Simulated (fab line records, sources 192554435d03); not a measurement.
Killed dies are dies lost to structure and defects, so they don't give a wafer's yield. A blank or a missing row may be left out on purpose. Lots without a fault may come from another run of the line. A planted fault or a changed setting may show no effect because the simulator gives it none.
fab line records | flow n5_finfet
record lots=7 wafers=21
route steps=1938 shown ZERO_LAYER@4 PMOS_HMC_CHANNEL_EPI@58 FIN_SAQP@130 DUMMY_GATE@234 SD_EPI_N@279 SD_EPI_P@321 SD_ACTIVATION@331 HKMG_FIN@391 MOL_CONTACT_COAG@535
start_h: hours from the record's first day to the start of the lot's first wafer shown | wait_h: hours since the lot's step before | " the same as in the row above | L1.1+2: a row that stands for several wafers | - no value, or no start given | * or withheld: withheld | < > ~ a bound
route shown NAME@n: a module of which the file shows steps, and the number in the route of the first | usual: mean/standard deviation of fault-free wafers | same: alike in all rows | chamber/n: place in a boat | sites: the reading at each site | _std_site: their standard deviation | _edge_site: outer sites' mean less inner sites' | radius_mm: how far each site lies from the wafer's centre | mask NAME#n: copy n | behind: the tool/chamber that last shaped the wafer | hold: why the lot was held/for how many hours/how that ended | device: the transistor (n, p or np) that didn't switch | end of line: the same wafers' tests at the end of the route | a step without rows: its recipe alone | killed: dies lost to structure and defects at the first sort, not the wafer's yield | map: a wafer's dies, x killed, . not, _ none there
set.NAME: the setting as run; set.NAME@STEP: as run at that earlier step | model.NAME: the simulator's own value behind a step, which no gauge read
lots whose settings were changed on purpose; a table a step, a row a wafer
## steps
# step N5_ZERO_LAYER_PECVD_02
# recipe material=SiO2 target_thk_a=100 temp_c=400 precursor=SiH4/N2O pressure_torr=0.75 rf_w=275 time_s=6
# columns lot.wafer tool chamber start_h wait_h set.time_s model.SiO2_of_ZERO_LAYER_PECVD_02.thk_nm
L076.2 pecvd-02 2 24.30 0.0 6.665 11.36
L076.3 " 0 " " 6 10.15
L076.4 " 1 " " 6 10.32
L081.1 pecvd-01 1 54.28 0.0 6 10.21
L081.4 " 1 " " 6.861 11.69
L081.5 " 2 " " 6 10.23
L083.1 pecvd-02 2 66.28 0.0 6 9.93
L083.2 " 2 " " 6 10.03
L083.5 " 2 " " 6 9.997
L090.4 pecvd-04 2 108.31 0.1 5.742 9.614
L090.5 " 0 " " 6 10.02
L090.6 " 1 " " 6 10.28
L091.1 pecvd-04 1 114.28 0.0 6 10.06
L091.3 " 0 " " 6 9.89
L091.6 " 1 " " 5.523 9.488
L093.1 pecvd-04 2 126.28 0.0 6 9.921
L093.3 " 1 " " 6 10.06
L093.6 " 1 " " 6 10.13
L095.1 pecvd-01 1 138.28 0.0 6 10.29
L095.5 " 0 " " 6.702 11.54
L095.6 " 2 " " 6 10.24
# step N5_ZERO_LAYER_COAT_05
# recipe spin_rpm=1500 resist_thk_nm=1000
# columns lot.wafer tool chamber start_h wait_h set.spin_rpm model.coat_of_ZERO_LAYER_COAT_05.thk_nm
L076.2 litho_track-03 0 - - 1500 1003
L076.3 " 0 " " 1500 1006
L076.4 " 0 " " 1500 1004
L081.1 litho_track-04 0 - - 1500 999.5
L081.4+5 " 0 " " 1566 979.4
L083.1 litho_track-03 0 - - 1338 1055
L083.2 " 0 " " 1500 997.6
L083.5 " 0 " " 1338 1054
L090.4 litho_track-04 0 - - 1643 958.6
L090.5 " 0 " " 1500 1000
L090.6 " 0 " " 1643 955.7
L091.1 litho_track-03 0 - - 1581 971.3
L091.3 " 0 " " 1500 996.2
L091.6 " 0 " " 1500 996.8
L093.1 litho_track-05 0 - - 1500 1003
L093.3 " 0 " " 1500 1001
L093.6 " 0 " " 1500 999.1
L095.1 litho_track-05 0 - - 1500 999.6
L095.5 " 0 " " 1500 997.7
L095.6 " 0 " " 1500 999.5
# step N5_ZERO_LAYER_EBR_07
# recipe solvent=PGMEA ebr_width_mm=1.5
# step N5_ZERO_LAYER_SOFTBAKE_06
# recipe temp_c=100 time_s=90
# step N5_ZERO_LAYER_ETCH_17
# recipe chemistry=CF4 target=SiO2 target_depth_a=120 time_s=13.3 ion_energy_ev=350 pressure_mtorr=40 source_w=450 bias_w=215 Ar_flow_sccm=100 cf4_flow_sccm=100
# step N5_ZERO_LAYER_ETCH_18
# recipe chemistry=HBr/Cl2 target=Si target_depth_a=1200 time_s=40 pressure_mtorr=10 icp_w=800 bias_w=75 HBr_flow_sccm=150 Cl2_flow_sccm=80
# step N5_ZERO_LAYER_STRIP_24
# recipe chemistry=O2 power_w=1000 temp_c=250 overash_fraction=0.3 pressure_mtorr=1000 o2_flow_sccm=6750
# usual strip_time_to_endpoint_s=43.84/0.1
# columns lot.wafer tool chamber start_h wait_h set.spin_rpm@ZERO_LAYER_COAT_05 strip_time_to_endpoint_s
L076.2 plasma_asher-02 1 25.30 0.1 1500 43.89
L076.3 " 1 " " 1500 44.04
L076.4 " 0 " " 1500 43.97
L081.1 plasma_asher-01 0 54.89 0.1 1500 43.82
L081.4 " 0 " " 1566 43.21
L081.5 " 0 " " 1566 43.21
L083.1 plasma_asher-02 0 66.99 0.1 1338 45.51
L083.2 " 1 " " 1500 43.75
L083.5 " 0 " " 1338 45.44
L090.4 plasma_asher-01 0 109.04 0.1 1643 42.65
L090.5 " 0 " " 1500 43.84
L090.6 " 1 " " 1643 42.54
L091.1 plasma_asher-01 0 115.06 0.1 1581 42.95
L091.3 " 0 " " 1500 43.76
L091.6 " 1 " " 1500 43.72
L093.1 plasma_asher-02 0 126.89 0.1 1500 43.93
L093.3 " 0 " " 1500 43.81
L093.6 " 1 " " 1500 43.83
L095.1 plasma_asher-01 1 138.93 0.1 1500 43.84
L095.5 " 1 " " 1500 43.79
L095.6 " 0 " " 1500 43.79
# step N5_PMOS_HMC_CHANNEL_EPI_COAT_31
# recipe resist=BARC temp_c=205 time_s=60 spin_rpm=1500 resist_thk_nm=66
# columns lot.wafer tool chamber start_h wait_h set.spin_rpm model.BARC_of_PMOS_HMC_CHANNEL_EPI_COAT_31.thk_nm
L076.2 litho_track-02 0 29.32 0.0 1500 65.93
L076.3 " 0 " " 1500 65.77
L076.4 " 0 " " 1500 66.01
L081.1 litho_track-03 0 59.11 0.0 1359 69.27
L081.4 " 0 " " 1359 69.08
L081.5 " 0 " " 1500 65.91
L083.1 litho_track-04 0 71.26 0.1 1500 66.15
L083.2 " 0 " " 1500 66.24
L083.5 " 0 " " 1565 64.71
L090.4 litho_track-02 0 112.91 0.0 1500 66.11
L090.5 " 0 " " 1500 65.82
L090.6 " 0 " " 1500 66.08
L091.1 litho_track-02 0 119.00 0.0 1500 66.06
L091.3 " 0 " " 1573 64.77
L091.6 " 0 " " 1573 64.83
L093.1 litho_track-02 0 132.66 0.1 1500 66.15
L093.3 " 0 " " 1500 66.18
L093.6 " 0 " " 1500 66.08
L095.1 litho_track-02 0 147.41 0.0 1500 66.12
L095.5 " 0 " " 1398 68.44
L095.6 " 0 " " 1398 68.46
# step N5_PMOS_HMC_CHANNEL_EPI_COAT_03
# recipe resist=CAR-ArF-block spin_rpm=1500 resist_thk_nm=205
# step N5_PMOS_HMC_CHANNEL_EPI_EBR_05
# recipe solvent=PGMEA ebr_width_mm=1.5
# step N5_PMOS_HMC_CHANNEL_EPI_DESCUM_14
# recipe chemistry=O2 time_s=7.9 source_power_w=50 bias_power_w=20 pressure_mtorr=20 rf_frequency_hz=2.712e+07 temp_c=40 resist=CAR-ArF-block o2_flow_sccm=225
# step N5_PMOS_HMC_CHANNEL_EPI_ETCH_32
# recipe chemistry=N2/H2 target=BARC stop_on=SiO2 target_depth_a=858 over_etch_frac=0.3 time_s=50.3 ion_energy_ev=200 mask_material=CAR-ArF-block pressure_mtorr=30 source_w=840 bias_w=150 n2_flow_sccm=200 h2_flow_sccm=200
# columns lot.wafer tool chamber start_h wait_h set.spin_rpm@PMOS_HMC_CHANNEL_EPI_COAT_31 model.etch.depth_nm
L076.2 rie_diel-02 2 29.67 0.0 1500 65.93
L076.3 " 1 " " 1500 65.77
L076.4 " 3 " " 1500 66.01
L081.1 rie_diel-06 0 59.58 0.0 1359 69.27
L081.4 " 2 " " 1359 69.08
L081.5 " 3 " " 1500 65.91
L083.1 rie_diel-02 1 71.73 0.0 1500 66.15
L083.2 " 0 " " 1500 66.24
L083.5 " 3 " " 1565 64.71
L090.4 rie_diel-06 0 113.38 0.0 1500 66.11
L090.5 " 3 " " 1500 65.82
L090.6 " 0 " " 1500 66.08
L091.1 rie_diel-04 3 119.38 0.0 1500 66.06
L091.3 " 2 " " 1573 64.77
L091.6 " 1 " " 1573 64.83
L093.1 rie_diel-04 0 133.13 0.0 1500 66.15
L093.3 " 3 " " 1500 66.18
L093.6 " 3 " " 1500 66.08
L095.1 rie_diel-04 2 147.88 0.0 1500 66.12
L095.5 " 1 " " 1398 68.44
L095.6 " 2 " " 1398 68.46
# step N5_FIN_SAQP_ETCH_65
# recipe chemistry=CF4 target=SiO2 target_depth_a=40 ion_energy_ev=350 time_s=4.4 pressure_mtorr=10 icp_w=800 bias_w=400 cf4_flow_sccm=80
# columns lot.wafer tool chamber start_h wait_h set.time_s model.etch.depth_nm
L076.2 rie_si-05 2 36.27 0.1 4.4 4.171
L076.3 " 3 " " 4.4 4.131
L076.4 " 0 " " 4.4 4.008
L081.1 rie_si-06 1 65.89 0.1 5.231 4.748
L081.4 " 0 " " 4.4 3.937
L081.5 " 3 " " 4.4 4.048
L083.1 rie_si-05 2 78.20 0.1 3.589 3.382
L083.2 " 3 " " 3.589 3.334
L083.5 " 0 " " 4.4 3.969
L090.4 rie_si-05 1 120.33 0.0 5.032 4.439
L090.5 " 0 " " 4.4 3.936
L090.6 " 1 " " 5.032 4.429
L091.1 rie_si-05 3 126.08 0.1 4.4 4.034
L091.3 " 2 " " 4.4 4.137
L091.6 " 1 " " 4.4 3.851
L093.1 rie_si-01 3 140.23 0.1 4.4 4.004
L093.3+6 " 0,3 " " 4.4 3.991
L095.1 rie_si-05 3 158.23 0.1 4.4 4.099
L095.5 " 2 " " 4.4 4.114
L095.6 " 3 " " 4.4 4.09
# step N5_DUMMY_GATE_DESCUM_20
# recipe chemistry=O2 time_s=6.2 source_power_w=50 bias_power_w=20 pressure_mtorr=20 rf_frequency_hz=2.712e+07 temp_c=40 resist=CAR-EUV o2_flow_sccm=225
# columns lot.wafer tool chamber start_h wait_h set.time_s model.CAR-EUV_of_DUMMY_GATE_COAT_09.thk_nm
L076.2+3+4 rie_diel-04 1,0,2 63.61 0.0 6.2 26.4
L081.1+5 rie_diel-04 1 90.90 0.0 6.2 26.4
L081.4 " 3 " " 4.938 27.2
L083.1 rie_diel-04 0 101.48 0.2 6.2 26.4
L083.2 " 2 " " 5.586 26.6
L083.5 " 0 " " 6.2 26.2
L090.4 rie_diel-04 1 141.59 0.1 5.388 26.8
L090.5+6 " 2,0 " " 6.2 26.4
L091.1+6 rie_diel-02 3,0 148.37 0.0 6.2 26.4
L091.3 " 1 " " 6.997 26
L093.1+3+6 rie_diel-02 2,0,3 165.52 0.0 6.2 26.4
L095.1 rie_diel-02 1 180.81 0.1 6.2 26.4
L095.5+6 " 3,2 " " 4.949 27
# step N5_SD_EPI_N_ETCH_16
# recipe chemistry=CHF3/O2 target=SiO2 target_depth_a=50 mask_material=SOC pressure_mtorr=30 source_w=650 bias_w=170 Ar_flow_sccm=200 CHF3_flow_sccm=50 O2_flow_sccm=5 ion_energy_ev=200
# columns lot.wafer tool chamber start_h wait_h set.target_depth_a model.etch.depth_nm
L076.2 rie_diel-05 2 66.50 0.1 50 4.993
L076.3 " 1 " " 53.44 5.205
L076.4 " 0 " " 53.44 5.4
L081.1 rie_diel-05 1 93.91 0.1 50 4.752
L081.4 " 2 " " 46.38 4.576
L081.5 " 2 " " 50 4.895
L083.1 rie_diel-03 2 104.44 0.1 54.61 5.407
L083.2 " 0 " " 50 4.957
L083.5 " 2 " " 50 4.989
L090.4 rie_diel-01 1 144.50 0.0 50 5.187
L090.5 " 0 " " 50 4.967
L090.6 " 2 " " 50 5.035
L091.1 rie_diel-01 2 151.64 0.1 50 5.088
L091.3 " 0 " " 50 5.029
L091.6 " 2 " " 50 5.062
L093.1 rie_diel-01 2 168.38 0.1 50 5.072
L093.3 " 3 " " 50 4.955
L093.6 " 0 " " 50 5.016
L095.1 rie_diel-01 2 183.67 0.1 50 5.026
L095.5 " 3 " " 50 4.976
L095.6 " 0 " " 46.43 4.619
# step N5_SD_EPI_P_EPI_21
# recipe material=SiGe:B dopant=B temp_c=550 pressure_torr=20 ambient=H2 time_s=355
# columns lot.wafer tool chamber start_h wait_h set.time_s model.SiGe-B_of_SD_EPI_P_EPI_21.thk_nm
L076.2 epi_rpcvd-01 0 72.32 0.5 355 62
L076.3 " 0 " " 355 60.8
L076.4 " 0 " " 355 61.4
L081.1 epi_rpcvd-02 0 99.77 0.2 355 61.8
L081.4 " 0 101.21 1.5 355 62.2
L081.5 " 0 " " 374.5 63.8
L083.1 epi_rpcvd-02 0 110.24 0.1 355 61.4
L083.2 " 0 " " 355 60.6
L083.5 " 0 111.68 1.5 355 60.8
L090.4 epi_rpcvd-02 0 151.57 1.1 355 61.6
L090.5 " 0 " " 355 62.2
L090.6 " 0 " " 355 60.8
L091.1 epi_rpcvd-01 0 156.81 0.1 355 62.2
L091.3 " 0 " " 294.8 56
L091.6 " 0 158.61 1.8 355 62.4
L093.1 epi_rpcvd-01 0 174.55 0.1 355 61.6
L093.3 " 0 " " 355 61
L093.6 " 0 176.35 1.8 355 61.2
L095.1 epi_rpcvd-02 0 190.05 0.1 415 67.4
L095.5 " 0 191.49 1.5 355 61.4
L095.6 " 0 " " 355 60.8
# step N5_SD_EPI_P_EPI_MEAS_23
# recipe mode=xrd
# usual thk_nm=61.1/1.2
# columns lot.wafer tool chamber start_h wait_h set.time_s@SD_EPI_P_EPI_21 thk_nm
L076.2 film_metro-01 - 74.16 1.5 355 62.9
L076.3 " - " " 355 60.4
L076.4 " - " " 355 60.1
L081.1 film_metro-01 - 102.68 2.4 355 61.5
L081.4 " - " " 355 61.0
L081.5 " - " " 374.5 65.5
L083.1 film_metro-02 - 112.44 1.8 355 60.3
L083.2 " - " " 355 60.3
L083.5 " - " " 355 61.8
L090.4 film_metro-01 - 152.69 0.8 355 61.4
L090.5 " - " " 355 61.5
L090.6 " - " " 355 60.8
L091.1 film_metro-02 - 159.00 1.8 355 63.0
L091.3 " - " " 294.8 55.9
L091.6 " - " " 355 63.5
L093.1 film_metro-01 - 176.75 1.8 355 60.9
L093.3 " - " " 355 60.0
L093.6 " - " " 355 61.6
L095.1 film_metro-02 - 192.24 1.8 415 65.8
L095.5 " - " " 355 62.8
L095.6 " - " " 355 58.9
# step N5_SD_ACTIVATION_LSA_01
# recipe temp_c=1080 time_s=0.0008 ambient=N2
# usual wafer_temp_C_max=1083.6/0.76
# columns lot.wafer tool chamber start_h wait_h set.temp_c wafer_temp_C_max
L076.2 laser_anneal-02 0 74.69 0.2 1080 1083.2
L076.3 " 0 " " 1080 1082.7
L076.4 " 0 " " 1080 1082.0
L081.1 laser_anneal-01 0 103.09 0.2 1080 1082.9
L081.4 " 0 " " 1080 1082.8
L081.5 " 0 " " 1080 1083.5
L083.1 laser_anneal-01 0 113.03 0.2 1062 1066.5
L083.2 " 0 " " 1062 1065.8
L083.5 " 0 " " 1080 1083.0
L090.4 laser_anneal-01 0 153.66 0.2 1080 1084.4
L090.5 " 0 " " 1050 1052.6
L090.6 " 0 " " 1080 1084.0
L091.1 laser_anneal-01 0 159.63 0.3 1051 1055.2
L091.3 " 0 " " 1051 1053.8
L091.6 " 0 " " 1051 1054.4
L093.1 laser_anneal-01 0 178.23 0.2 1080 1085.0
L093.3 " 0 " " 1080 1084.1
L093.6 " 0 " " 1080 1083.0
L095.1 laser_anneal-01 0 192.64 0.2 1080 1084.0
L095.5 " 0 " " 1046 1048.8
L095.6 " 0 " " 1080 1083.6
# step N5_HKMG_FIN_COAT_42
# recipe resist=SiARC temp_c=220 time_s=60 spin_rpm=1500 resist_thk_nm=35
# columns lot.wafer tool chamber start_h wait_h set.spin_rpm model.SiARC_of_HKMG_FIN_COAT_42.thk_nm
L076.2 litho_track-04 0 - - 1583 34.2
L076.3+4 " 0 " " 1500 35
L081.1 litho_track-01 0 - - 1500 35.2
L081.4+5 " 0 " " 1500 35
L083.1+2 litho_track-01 0 - - 1405 36.2
L083.5 " 0 " " 1500 35
L090.4 litho_track-01 0 - - 1654 33.4
L090.5+6 " 0 " " 1500 34.8
L091.1+3 litho_track-02 0 - - 1500 35
L091.6 " 0 " " 1500 35.2
L093.1 litho_track-02 0 - - 1500 34.8
L093.3+6 " 0 " " 1500 35
L095.1+5 litho_track-01 0 - - 1346 36.8
L095.6 " 0 " " 1500 35
# step N5_HKMG_FIN_COAT_43
# recipe resist=CAR-ArF spin_rpm=1500 resist_thk_nm=90
# step N5_HKMG_FIN_EBR_45
# recipe solvent=PGMEA ebr_width_mm=1.5
# step N5_HKMG_FIN_DESCUM_53
# recipe chemistry=O2 time_s=7.9 source_power_w=50 bias_power_w=20 pressure_mtorr=20 rf_frequency_hz=2.712e+07 temp_c=40 resist=CAR-ArF o2_flow_sccm=225
# step N5_HKMG_FIN_ETCH_54
# recipe chemistry=CF4 target=SiARC target_depth_a=455 mask_material=CAR-ArF time_s=75.8 ion_energy_ev=80 pressure_mtorr=40 source_w=545 bias_w=36 Ar_flow_sccm=100 cf4_flow_sccm=100 ends=cleared
# usual etch_rf_on_time_s=76.3/1.7
# columns lot.wafer tool chamber start_h wait_h set.spin_rpm@HKMG_FIN_COAT_42 etch_rf_on_time_s model.etch.depth_nm model.CAR-ArF_of_HKMG_FIN_COAT_43.thk_nm
L076.2 rie_diel-01 1 87.98 0.0 1583 71.6 34.15 51.6
L076.3 " 0 " " 1500 77.6 35.07 51
L076.4 " 0 " " 1500 77.5 35.03 50.6
L081.1 rie_diel-03 2 116.17 0.0 1500 74.8 35.14 51.2
L081.4 " 2 " " 1500 76.4 35.06 51
L081.5 " 1 " " 1500 76.6 35.06 51.4
L083.1 rie_diel-01 0 126.16 0.0 1405 80.1 36.2 49.8
L083.2 " 3 " " 1405 80.5 36.11 49.8
L083.5 " 3 " " 1500 77.8 34.98 50.8
L090.4 rie_diel-05 2 168.50 0.0 1654 72.6 33.35 52.4
L090.5 " 1 " " 1500 78.8 34.89 51
L090.6 " 2 " " 1500 76.2 34.89 50.8
L091.1 rie_diel-01 1 173.63 0.0 1500 73.1 35 51
L091.3 " 3 " " 1500 76.3 35.06 50.8
L091.6 " 1 " " 1500 73.4 35.15 51
L093.1 rie_diel-03 0 193.41 0.0 1500 76.7 34.84 51.2
L093.3 " 2 " " 1500 74.6 34.94 51.2
L093.6 " 3 " " 1500 78.2 34.91 51.2
L095.1 rie_diel-03 3 205.71 0.0 1346 81.5 36.84 49
L095.5 " 0 " " 1346 80.7 36.8 49
L095.6 " 2 " " 1500 74.2 34.91 50.6
# step N5_HKMG_FIN_ETCH_55
# recipe chemistry=N2/H2 target=SOC target_depth_a=2400 temp_c=40 time_s=300 ion_energy_ev=200 mask_material=SiARC pressure_mtorr=30 source_w=840 bias_w=150 n2_flow_sccm=200 h2_flow_sccm=200
# usual rf_vpp_V=524.6/2.9
# columns lot.wafer tool chamber start_h wait_h set.bias_w rf_vpp_V
L076.2 rie_diel-01 1 88.04 0.0 150 525.9
L076.3 " 0 " " 150 526.9
L076.4 " 0 " " 160 549.8
L081.1 rie_diel-03 2 116.23 0.0 150 523.4
L081.4 " 2 " " 150 523.0
L081.5 " 1 " " 150 523.1
L083.1 rie_diel-01 0 126.21 0.0 158.3 547.9
L083.2 " 3 " " 150 521.1
L083.5 " 3 " " 158.3 537.1
L090.4 rie_diel-05 2 168.56 0.0 150 526.5
L090.5 " 1 " " 150 524.2
L090.6 " 2 " " 175.6 582.1
L091.1 rie_diel-01 1 173.69 0.0 150 525.6
L091.3 " 3 " " 150 528.4
L091.6 " 1 " " 168.3 564.3
L093.1 rie_diel-03 0 193.47 0.0 150 525.3
L093.3 " 2 " " 150 523.2
L093.6 " 3 " " 150 519.2
L095.1 rie_diel-03 3 205.77 0.0 150 521.3
L095.5 " 0 " " 150 526.5
L095.6 " 2 " " 150 522.6
# step N5_MOL_CONTACT_COAG_CONTACT_ETCH_14
# recipe chemistry=C4F6/O2 target=SiO2 target_depth_a=275 overetch_a=85 mask_material=SOC pressure_mtorr=30 source_w=370 bias_w=185 Ar_flow_sccm=300 C4F6_flow_sccm=16 O2_flow_sccm=10 time_s=20 ion_energy_ev=259.6
# usual rf_vpp_V=694/3.6
# columns lot.wafer tool chamber start_h wait_h set.source_w rf_vpp_V
L076.2 rie_diel-01 0 103.73 0.0 370 698
L076.3 " 1 " " 370 695
L076.4 " 0 " " 400 689
L081.1 rie_diel-01 2 132.09 0.0 370 696
L081.4 " 1 " " 370 696
L081.5 " 3 " " 338.6 709
L083.1 rie_diel-01 0 142.10 0.0 370 696
L083.2 " 2 " " 405.3 681
L083.5 " 1 " " 370 695
L090.4 rie_diel-05 1 184.68 0.0 370 692
L090.5 " 2 " " 370 696
L090.6 " 3 " " 313.8 720
L091.1 rie_diel-01 3 190.70 0.0 370 700
L091.3 " 0 " " 370 696
L091.6 " 2 " " 338.6 718
L093.1 rie_diel-03 3 208.86 0.0 370 687
L093.3 " 0 " " 370 696
L093.6 " 0 " " 370 694
L095.1 rie_diel-01 2 221.90 0.0 392.5 689
L095.5 " 0 " " 392.5 692
L095.6 " 1 " " 392.5 681
# step N5_MOL_CONTACT_COAG_PECVD_31
# recipe material=SiO2 target_thk_a=460 temp_c=400 precursor=TEOS/O2 pressure_torr=6.5 rf_w=withheld teos_flow_sccm=withheld gas=O2 flow_sccm=2650 time_s=8.9
# columns lot.wafer tool chamber start_h wait_h set.temp_c model.SiO2_of_MOL_CONTACT_COAG_PECVD_31.thk_nm
L076.2 pecvd-04 1 113.00 0.3 400 45.6
L076.3 " 0 " " 400 45.8
L076.4 " 2 " " 406.3 44.4
L081.1 pecvd-04 1 143.98 0.3 385.2 48.2
L081.4 " 2 " " 400 46.6
L081.5 " 0 " " 400 47.2
L083.1 pecvd-04 1 150.46 0.3 391.2 48
L083.2 " 2 " " 400 45.4
L083.5 " 2 " " 400 47.4
L090.4 pecvd-04 2 193.79 0.3 400 46.6
L090.5 " 0 " " 386.7 50.4
L090.6 " 1 " " 386.7 49.4
L091.1 pecvd-04 0 200.16 0.3 383.8 49.8
L091.3 " 1 " " 400 44.8
L091.6 " 2 " " 400 46.4
L093.1 pecvd-03 0 219.27 0.3 400 45.8
L093.3 " 1 " " 400 46.6
L093.6 " 1 " " 400 47.6
L095.1 pecvd-03 0 231.80 0.3 400 45.8
L095.5 " 1 " " 411.6 43.4
L095.6 " 0 " " 411.6 43
## key
split step=N5_ZERO_LAYER_PECVD_02 setting=time_s stated=6 by=wafer
response step=N5_ZERO_LAYER_PECVD_02 reading=model.SiO2_of_ZERO_LAYER_PECVD_02.thk_nm change=+0.0998 per=1% r=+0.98
split step=N5_ZERO_LAYER_COAT_05 setting=spin_rpm stated=1500 by=wafer
response step=N5_ZERO_LAYER_COAT_05 reading=model.coat_of_ZERO_LAYER_COAT_05.thk_nm change=-4.9 per=1% r=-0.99
response step=N5_ZERO_LAYER_STRIP_24 reading=strip_time_to_endpoint_s change=* per=1% r=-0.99
split step=N5_PMOS_HMC_CHANNEL_EPI_COAT_31 setting=spin_rpm stated=1500 by=wafer
response step=N5_PMOS_HMC_CHANNEL_EPI_COAT_31 reading=model.BARC_of_PMOS_HMC_CHANNEL_EPI_COAT_31.thk_nm change=-0.334 per=1% r=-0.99
response step=N5_PMOS_HMC_CHANNEL_EPI_ETCH_32 reading=model.etch.depth_nm change=-0.334 per=1% r=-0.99
split step=N5_FIN_SAQP_ETCH_65 setting=time_s stated=4.4 by=wafer
response step=N5_FIN_SAQP_ETCH_65 reading=model.etch.depth_nm change=+0.0362 per=1% r=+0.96
split step=N5_DUMMY_GATE_DESCUM_20 setting=time_s stated=6.2 by=wafer
response step=N5_DUMMY_GATE_DESCUM_20 reading=model.CAR-EUV_of_DUMMY_GATE_COAT_09.thk_nm change=-0.0332 per=1% r=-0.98
split step=N5_SD_EPI_N_ETCH_16 setting=target_depth_a stated=50 by=wafer
response step=N5_SD_EPI_N_ETCH_16 reading=model.etch.depth_nm change=+0.0452 per=1% r=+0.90
split step=N5_SD_EPI_P_EPI_21 setting=time_s stated=355 by=wafer
response step=N5_SD_EPI_P_EPI_21 reading=model.SiGe-B_of_SD_EPI_P_EPI_21.thk_nm change=+0.37 per=1% r=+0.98
response step=N5_SD_EPI_P_EPI_MEAS_23 reading=thk_nm change=* per=1% r=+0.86
split step=N5_SD_ACTIVATION_LSA_01 setting=temp_c stated=1080 by=wafer
response step=N5_SD_ACTIVATION_LSA_01 reading=wafer_temp_C_max change=* per=1% r=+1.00
split step=N5_HKMG_FIN_COAT_42 setting=spin_rpm stated=1500 by=wafer
response step=N5_HKMG_FIN_COAT_42 reading=model.SiARC_of_HKMG_FIN_COAT_42.thk_nm change=-0.159 per=1% r=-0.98
response step=N5_HKMG_FIN_ETCH_54 reading=etch_rf_on_time_s change=* per=1% r=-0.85
response step=N5_HKMG_FIN_ETCH_54 reading=model.etch.depth_nm change=-0.17 per=1% r=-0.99
response step=N5_HKMG_FIN_ETCH_54 reading=model.CAR-ArF_of_HKMG_FIN_COAT_43.thk_nm change=+0.151 per=1% r=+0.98
split step=N5_HKMG_FIN_ETCH_55 setting=bias_w stated=150 by=wafer
response step=N5_HKMG_FIN_ETCH_55 reading=rf_vpp_V change=+3.3 per=1% r=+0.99
split step=N5_MOL_CONTACT_COAG_CONTACT_ETCH_14 setting=source_w stated=370 by=wafer
response step=N5_MOL_CONTACT_COAG_CONTACT_ETCH_14 reading=rf_vpp_V change=-1.66 per=1% r=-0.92
split step=N5_MOL_CONTACT_COAG_PECVD_31 setting=temp_c stated=400 by=wafer
response step=N5_MOL_CONTACT_COAG_PECVD_31 reading=model.SiO2_of_MOL_CONTACT_COAG_PECVD_31.thk_nm change=-0.807 per=1% r=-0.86
